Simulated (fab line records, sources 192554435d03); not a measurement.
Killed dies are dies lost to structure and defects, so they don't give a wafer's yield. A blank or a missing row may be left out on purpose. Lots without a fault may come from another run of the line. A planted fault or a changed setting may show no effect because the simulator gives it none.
Chamber matching | flow n5_finfet | N5_BEOL_M9_ALD_74 on ald_metal-04: 4 sister chambers
The step deposits TaN, target thk 2 nm, pulse time 2 s, purge time 3 s. 4 wafers are shown with their chamber, then 7 later ones without.

WAFERS WITH THEIR CHAMBER
wafer  | chamber | heater_power_w (W)
L080.5 | 3       | 489
L085.3 | 2       | 497
L084.1 | 1       | 459
L084.4 | 0       | 418

WAFERS WITHOUT THEIR CHAMBER
wafer  | heater_power_w (W)
L084.5 | 486
L090.2 | 508
L090.3 | 454
L090.4 | 414
L096.1 | 486
L096.3 | 431
L096.4 | 395

WHICH CHAMBER EACH WENT THROUGH
wafer  | from the rows above     | in truth
L084.5 | can't be placed: 3 or 2 | 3
L090.2 | can't be placed: 2 or 3 | 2
L090.3 | 1                       | 1
L090.4 | 0                       | 0
L096.1 | can't be placed: 3 or 2 | 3
L096.3 | can't be placed: 0 or 1 | 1
L096.4 | 0                       | 0
Placed correctly: 3 of 7. Can't be placed from these rows: 4 (the true chamber is among the candidates in 4). Placed wrongly: 0.
How it was worked out, from the rows above alone: a wafer's distance from a chamber is the root of the sum, over the readings, of the square of ((its reading less the chamber's mean) divided by the reading's scatter). The wafer belongs to the nearest chamber; if the next one is less than 2 further off, it can't be placed. A chamber's mean is the mean of its shown wafers. The scatter: with one shown wafer a chamber, the root of the mean of the squares of how far each hidden wafer lies from its nearest shown one.
